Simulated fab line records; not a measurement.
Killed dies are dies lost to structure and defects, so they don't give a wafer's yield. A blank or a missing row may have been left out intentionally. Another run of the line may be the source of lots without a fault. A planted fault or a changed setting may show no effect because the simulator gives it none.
Matching of chambers :: flow nand_harc :: 4 sister chambers for NHARC_A_STAIRCASE_DESCUM_252 on rie_diel-02
The step chemistry O2, time 3 s. 8 wafers are shown with their chamber, then 7 later ones without.

EACH WAFER AND ITS CHAMBER
wafer: L082.3
chamber: 1
showerhead_plenum_p_Torr (Torr): 2.07
oes_product_au (a.u.): 0.984

wafer: L081.1
chamber: 2
showerhead_plenum_p_Torr (Torr): 1.88
oes_product_au (a.u.): 0.989

wafer: L081.4
chamber: 2
showerhead_plenum_p_Torr (Torr): 1.88
oes_product_au (a.u.): 0.989

wafer: L085.3
chamber: 1
showerhead_plenum_p_Torr (Torr): 2.07
oes_product_au (a.u.): 0.982

wafer: L085.4
chamber: 0
showerhead_plenum_p_Torr (Torr): 1.98
oes_product_au (a.u.): 1.004

wafer: L085.5
chamber: 3
showerhead_plenum_p_Torr (Torr): 1.90
oes_product_au (a.u.): 0.992

wafer: L092.2
chamber: 0
showerhead_plenum_p_Torr (Torr): 1.97
oes_product_au (a.u.): 0.988

wafer: L092.3
chamber: 3
showerhead_plenum_p_Torr (Torr): 1.89
oes_product_au (a.u.): 1.001

WAFERS MISSING THEIR CHAMBER
wafer: L092.4
showerhead_plenum_p_Torr (Torr): 1.97
oes_product_au (a.u.): 0.995

wafer: L097.1
showerhead_plenum_p_Torr (Torr): 2.05
oes_product_au (a.u.): 0.994

wafer: L097.2
showerhead_plenum_p_Torr (Torr): 1.86
oes_product_au (a.u.): 0.983

wafer: L097.3
showerhead_plenum_p_Torr (Torr): 1.89
oes_product_au (a.u.): 0.985

wafer: L096.1
showerhead_plenum_p_Torr (Torr): 1.97
oes_product_au (a.u.): 1.008

wafer: L096.3
showerhead_plenum_p_Torr (Torr): 2.05
oes_product_au (a.u.): 0.993

wafer: L096.6
showerhead_plenum_p_Torr (Torr): 1.97
oes_product_au (a.u.): 1.004

CHAMBER TAKEN BY EACH
wafer: L092.4
from the rows above: 0
in truth: 0

wafer: L097.1
from the rows above: 1
in truth: 1

wafer: L097.2
from the rows above: 2
in truth: 2

wafer: L097.3
from the rows above: can't be placed: 3 or 2
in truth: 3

wafer: L096.1
from the rows above: 0
in truth: 0

wafer: L096.3
from the rows above: 1
in truth: 1

wafer: L096.6
from the rows above: 0
in truth: 0
Placed correctly: 6 of 7. These rows do not allow placing 1 (true chamber among the candidates in 1). Placed wrongly: 0.
How it was worked out, from the rows above alone: a wafer's distance from a chamber is the root of the sum, over the readings, of the square of ((its reading less the chamber's mean) divided by the reading's scatter). If the next closest chamber is less than 2 further off than the closest, the wafer can't be placed; otherwise it belongs to the closest. A chamber's mean is the mean of its shown wafers. The scatter: take each reading less its chamber's mean, square it, sum over the shown wafers, divide by the number of wafers less the number of chambers, and take the root.
